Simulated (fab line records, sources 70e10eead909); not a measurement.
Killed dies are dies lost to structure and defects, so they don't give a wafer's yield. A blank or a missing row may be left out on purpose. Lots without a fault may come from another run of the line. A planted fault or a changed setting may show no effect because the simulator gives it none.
Which tool did it? | flow nand_harc | 12 lots, 36 wafers sampled, at 4 steps of a route of 1302

WHAT THE GAUGES READ, wafer by wafer
NHARC_P_CONTACT_CD_MEAS_12: target cd 90 nm.
lot  | measured     | on        | cd_nm (nm)
L980 | day 6 01:58  | cd_sem-03 | 90.5 90.4 90.8
L981 | day 6 05:32  | cd_sem-03 | 89.6 90.7 90.0
L982 | day 6 12:09  | cd_sem-03 | 90.1 90.2 90.0
L988 | day 9 06:19  | cd_sem-02 | 92.1 92.6 92.5
L991 | day 10 12:25 | cd_sem-01 | 91.8 91.7 92.0
L995 | day 12 02:32 | cd_sem-03 | 89.8 90.3 89.7
L996 | day 12 18:34 | cd_sem-02 | 89.7 89.7 90.1
L998 | day 13 08:13 | cd_sem-01 | 90.4 89.3 90.3
L100 | day 14 04:05 | cd_sem-01 | 90.5 90.5 90.1
L101 | day 14 12:22 | cd_sem-03 | 89.9 89.9 90.5
L103 | day 15 07:18 | cd_sem-01 | 89.7 89.8 89.7
L102 | day 15 08:09 | cd_sem-03 | 89.9 90.0 89.6

WHICH TOOL RAN EACH LOT (tool, then ch and the chambers of the sampled wafers, then the start)
lot  | NHARC_P_GATE_STRIP_76                | NHARC_P_GATE_STRIP_95                | NHARC_P_CONTACT_PEB_10
L980 | plasma_asher-01 ch 0,1, day 5 20:20  | plasma_asher-02 ch 0,1, day 5 22:32  | litho_track-01 ch 0, day 6 01:53
L981 | plasma_asher-01 ch 0,1, day 5 23:58  | plasma_asher-02 ch 0,1, day 6 02:07  | litho_track-06 ch 0, day 6 05:27
L982 | plasma_asher-01 ch 0,1, day 6 06:35  | plasma_asher-02 ch 0,1, day 6 08:44  | litho_track-01 ch 0, day 6 12:04
L988 | plasma_asher-01 ch 0,1, day 9 00:58  | plasma_asher-02 ch 0,1, day 9 03:01  | litho_track-01 ch 0, day 9 06:14
L991 | plasma_asher-01 ch 0,1, day 10 06:46 | plasma_asher-02 ch 0,1, day 10 08:58 | litho_track-01 ch 0, day 10 12:20
L995 | plasma_asher-02 ch 0,1, day 11 20:32 | plasma_asher-01 ch 0,1, day 11 23:00 | litho_track-04 ch 0, day 12 02:28
L996 | plasma_asher-02 ch 0,1, day 12 12:57 | plasma_asher-02 ch 0,1, day 12 15:07 | litho_track-06 ch 0, day 12 18:28
L998 | plasma_asher-01 ch 0,1, day 13 02:44 | plasma_asher-02 ch 0, day 13 04:46   | litho_track-04 ch 0, day 13 08:08
L100 | plasma_asher-02 ch 0,1, day 13 22:31 | plasma_asher-01 ch 0,1, day 14 00:40 | litho_track-01 ch 0, day 14 04:01
L101 | plasma_asher-02 ch 0,1, day 14 06:43 | plasma_asher-02 ch 0,1, day 14 08:54 | litho_track-01 ch 0, day 14 12:17
L103 | plasma_asher-01 ch 0,1, day 15 01:58 | plasma_asher-01 ch 1, day 15 04:01   | litho_track-04 ch 0, day 15 07:13
L102 | plasma_asher-02 ch 0,1, day 15 02:40 | plasma_asher-02 ch 0,1, day 15 04:43 | litho_track-06 ch 0, day 15 08:04
- NHARC_P_GATE_STRIP_76: strips in O2.
- NHARC_P_GATE_STRIP_95: strips in O2.
- NHARC_P_CONTACT_PEB_10: peb time 65 s.

WHAT THE TOOLS THEMSELVES READ (means of the sampled wafers that have a number; where no wafer has one, the mark that the record gives instead)
NHARC_P_GATE_STRIP_76.
lot  | tool            | drypump_motor_current_A (A) | heater_power_w (W) | temp_c (C)
L980 | plasma_asher-01 | 6.1                         | 302                | 249.96
L981 | plasma_asher-01 | 5.8                         | 300                | 250.12
L982 | plasma_asher-01 | 5.8                         | 299                | 250.02
L988 | plasma_asher-01 | 6.2                         | 305                | 249.97
L991 | plasma_asher-01 | 5.8                         | 309                | 249.95
L995 | plasma_asher-02 | 6.3                         | 333                | 250.05
L996 | plasma_asher-02 | 6.3                         | 334                | 250.25
L998 | plasma_asher-01 | 6.2                         | 310                | 250.00
L100 | plasma_asher-02 | 6.3                         | 336                | 249.90
L101 | plasma_asher-02 | 6.3                         | 328                | 249.86
L103 | plasma_asher-01 | 5.8                         | 312                | 250.15
L102 | plasma_asher-02 | 6.0                         | 310                | 250.05

NHARC_P_GATE_STRIP_95.
lot  | tool            | drypump_motor_current_A (A) | heater_power_w (W) | temp_c (C)
L980 | plasma_asher-02 | 6.0                         | 312                | 250.12
L981 | plasma_asher-02 | 6.3                         | 324                | 250.09
L982 | plasma_asher-02 | 6.0                         | 313                | 249.86
L988 | plasma_asher-02 | 6.3                         | 325                | 250.06
L991 | plasma_asher-02 | 6.3                         | 320                | 250.09
L995 | plasma_asher-01 | 5.8                         | 314                | 250.03
L996 | plasma_asher-02 | 6.3                         | 333                | 249.93
L998 | plasma_asher-02 | 6.6                         | 360                | 249.97
L100 | plasma_asher-01 | 5.8                         | 313                | 250.04
L101 | plasma_asher-02 | 6.0                         | 316                | 250.31
L103 | plasma_asher-01 | 6.5                         | 300                | 250.15
L102 | plasma_asher-02 | 6.0                         | 308                | 250.03

THE ANSWER, worked out from the rows above alone
Rule: what is usual is taken from the lots themselves. Put in order of their means at a reading, lots are off if they are a third of the lots or fewer, leave a main group of 4 or more, and stand apart from it by a gap of 3 or more times the standard deviation of the main group's means; of several such gaps the widest counts. A main group whose means are all the same, to the digits that the tables above print for the reading, isn't used. A lot without any number at a reading at which 4 lots or more have one is off too. The other lots that the step has rows for count as sound. The gauges are gone through in route order, then the tools' own readings, and for those a lot's mean is taken as printed above. The first step at which some lot is off is used, and at that step the reading that is off furthest; a lot without a number counts as furthest.
Off: L988, L991, at NHARC_P_CONTACT_CD_MEAS_12 (cd_nm). The main group: mean 90.1 nm, standard deviation 0.24.
A tool fits if, at a process step before that reading, it ran every lot that is off, and no sound lot after the first of them. The gauges at NHARC_P_CONTACT_CD_MEAS_12 are tried like those tools. None of those tried fits.

WHAT THE SIMULATOR HAD PUT IN
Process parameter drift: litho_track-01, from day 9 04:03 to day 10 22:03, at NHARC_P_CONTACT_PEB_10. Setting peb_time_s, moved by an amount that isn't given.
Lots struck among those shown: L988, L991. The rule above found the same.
